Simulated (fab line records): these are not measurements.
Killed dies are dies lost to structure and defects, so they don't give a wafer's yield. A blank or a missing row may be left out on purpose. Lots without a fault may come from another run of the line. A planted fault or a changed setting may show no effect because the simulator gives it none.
Chamber matching :: flow n5 finfet :: 4 sister chambers for N5_FIN_SAQP_ETCH_65 on rie si-03
The step etches SiO2 in CF4, target depth 4 nm, time 4.4 s. 4 wafers are shown with their chamber, then 9 later ones without.

== WAFERS PAIRED WITH THEIR CHAMBERS ==
wafer: L091.2
chamber: 1
drypump motor current A (A): 5.6

wafer: L092.1
chamber: 0
drypump motor current A (A): 5.2

wafer: L092.2
chamber: 2
drypump motor current A (A): 6.2

wafer: L092.3
chamber: 3
drypump motor current A (A): 4.7

== WAFERS WITHOUT THEIR CHAMBER ==
wafer: L092.4
drypump motor current A (A): 5.6

wafer: L092.5
drypump motor current A (A): 6.1

wafer: L092.6
drypump motor current A (A): 5.6

wafer: L093.2
drypump motor current A (A): 4.7

wafer: L093.3
drypump motor current A (A): 5.2

wafer: L093.4
drypump motor current A (A): 5.6

wafer: L095.1
drypump motor current A (A): 6.1

wafer: L095.3
drypump motor current A (A): 5.6

wafer: L095.6
drypump motor current A (A): 4.7

== CHAMBER TAKEN BY EACH ==
wafer: L092.4
from the rows above: 1
in truth: 1

wafer: L092.5
from the rows above: 2
in truth: 2

wafer: L092.6
from the rows above: 1
in truth: 1

wafer: L093.2
from the rows above: 3
in truth: 3

wafer: L093.3
from the rows above: 0
in truth: 0

wafer: L093.4
from the rows above: 1
in truth: 1

wafer: L095.1
from the rows above: 2
in truth: 2

wafer: L095.3
from the rows above: 1
in truth: 1

wafer: L095.6
from the rows above: 3
in truth: 3
9 of 9 placed correctly. Can't be placed from these rows: 0. 0 placed wrongly.
How it was worked out, from the rows above alone: a wafer's distance from a chamber is the root of the sum, over the readings, of the square of ((its reading less the chamber's mean) divided by the reading's scatter). If the next closest chamber is less than 2 further off than the closest, the wafer can't be placed; otherwise it belongs to the closest. A chamber's mean is the mean of its shown wafers. The scatter: with one shown wafer a chamber, the root of the mean of the squares of how far each hidden wafer lies from its nearest shown one.
